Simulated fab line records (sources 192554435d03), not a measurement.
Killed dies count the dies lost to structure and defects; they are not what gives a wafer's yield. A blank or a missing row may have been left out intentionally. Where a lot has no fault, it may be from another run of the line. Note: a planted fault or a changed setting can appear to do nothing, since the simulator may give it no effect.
What tool caused it? -- flow n5_finfet -- Sampling: 11 lots, 33 wafers, 5 of 1938 route steps

WHAT THE GAUGES READ, wafer by wafer
N5_BEOL_M15_CD_MEAS_10 targets a cd of 360 nm.
lot,measured,on,cd_nm (nm)
L207,day 12 07:35,cd_sem-01,360.0 360.8 361.4
L210,day 14 10:29,cd_sem-02,360.7 360.0 358.3
L209,day 14 16:21,cd_sem-01,359.1 358.9 355.5
L217,day 16 23:49,cd_sem-01,357.3 356.1 357.9
L219,day 17 03:38,cd_sem-02,361.7 360.2 357.3
L208,day 17 12:43,cd_sem-03,361.7 359.6 359.2
L223,day 18 12:29,cd_sem-03,352.9 353.1 352.0
L220,day 18 18:34,cd_sem-01,348.0 352.2 350.7
L228,day 19 03:00,cd_sem-03,359.8 358.5 357.0
L226,day 19 07:19,cd_sem-02,358.8 358.6 358.1
L229,day 19 09:55,cd_sem-01,359.2 362.0 358.8

WHAT TOOL EACH LOT RAN ON (gives the tool, then ch and the chambers of the sampled wafers, and finally the start)
lot,N5_BEOL_M14_SPUTTER_43,N5_BEOL_M14_ANNEAL_48,N5_BEOL_M15_ILD_DEP_00,N5_BEOL_M15_EXPOSE_07
L207,"pvd_sputter-02, day 12 05:44","rtp_anneal-02 ch 0, day 12 06:13","pecvd-02 ch 0,1,2, day 12 07:01","krf_scanner-02 ch 0, day 12 07:24"
L210,"pvd_sputter-01, day 14 08:25","rtp_anneal-02 ch 0, day 14 09:04","pecvd-04 ch 0,1, day 14 09:48","krf_scanner-01 ch 0, day 14 10:19"
L209,"pvd_sputter-02, day 14 14:17","rtp_anneal-01 ch 0, day 14 15:01","pecvd-04 ch 0,1,2, day 14 15:54","krf_scanner-01 ch 0, day 14 16:11"
L217,"pvd_sputter-03, day 16 21:41","rtp_anneal-02 ch 0, day 16 22:19","pecvd-04 ch 1,2, day 16 23:16","krf_scanner-02 ch 0, day 16 23:39"
L219,"pvd_sputter-03, day 17 01:41","rtp_anneal-01 ch 0, day 17 02:10","pecvd-02 ch 0,2, day 17 02:58","krf_scanner-01 ch 0, day 17 03:28"
L208,"pvd_sputter-03, day 17 10:53","rtp_anneal-01 ch 0, day 17 11:26","pecvd-01 ch 0,1, day 17 12:10","krf_scanner-02 ch 0, day 17 12:34"
L223,"pvd_sputter-01, day 18 10:28","rtp_anneal-02 ch 0, day 18 11:11","pecvd-04 ch 0,2, day 18 11:56","krf_scanner-01 ch 0, day 18 12:19"
L220,"pvd_sputter-03, day 18 16:41","rtp_anneal-01 ch 0, day 18 17:17","pecvd-02 ch 0,1, day 18 18:01","krf_scanner-01 ch 0, day 18 18:24"
L228,"pvd_sputter-02, day 19 01:12","rtp_anneal-01 ch 0, day 19 01:43","pecvd-01 ch 0,1,2, day 19 02:27","krf_scanner-02 ch 0, day 19 02:50"
L226,"pvd_sputter-02, day 19 05:31","rtp_anneal-02 ch 0, day 19 05:59","pecvd-01 ch 0,1,2, day 19 06:46","krf_scanner-02 ch 0, day 19 07:09"
L229,"pvd_sputter-01, day 19 07:14","rtp_anneal-02 ch 0, day 19 08:34","pecvd-02 ch 0,1, day 19 09:22","krf_scanner-02 ch 0, day 19 09:44"
- N5_BEOL_M14_SPUTTER_43: material TaN, target thk 15 nm, time 24.19 s.
- N5_BEOL_M14_ANNEAL_48: time 90 s.
- N5_BEOL_M15_ILD_DEP_00: deposits SiO2 from TEOS/O2, target thk 1629.3 nm, time 346.1 s.
- N5_BEOL_M15_EXPOSE_07: exposes mask V14.

THE ANSWER, worked out from the rows above alone
Rule: what is usual is taken from the lots themselves. Put in order of their means at a reading, lots are off if they are a third of the lots or fewer, leave a main group of 4 or more, and stand apart from it by a gap of 3 or more times the standard deviation of the main group's means; of several such gaps the widest counts. A main group is skipped when, at the precision printed for the reading in the tables above, its means are all equal. A lot without any number at a reading at which 4 lots or more have one is off too. The other lots that the step has rows for count as sound.
Off, at N5_BEOL_M15_CD_MEAS_10 on cd_nm: L223, L220. Mean 359.1 nm and standard deviation 1.1 in the main group.
If a tool, at a process step before that reading, ran all the lots that are off and no sound lot after the first of them, it fits. Those tools and the gauges at N5_BEOL_M15_CD_MEAS_10 are tried in the same way. One fits: krf_scanner-01 at N5_BEOL_M15_EXPOSE_07. A fault onset in the window from L219 (day 17 03:28, its last sound lot) to L223 (day 18 12:19, its first lot off) fits.

WHAT THE SIMULATOR HAD INSERTED
Drift in process parameters on krf_scanner-01 at N5_BEOL_M15_EXPOSE_07, starting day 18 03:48. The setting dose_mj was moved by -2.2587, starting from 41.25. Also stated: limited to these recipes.
Struck lots among those shown: L223, L220. Same finding as the rule above.
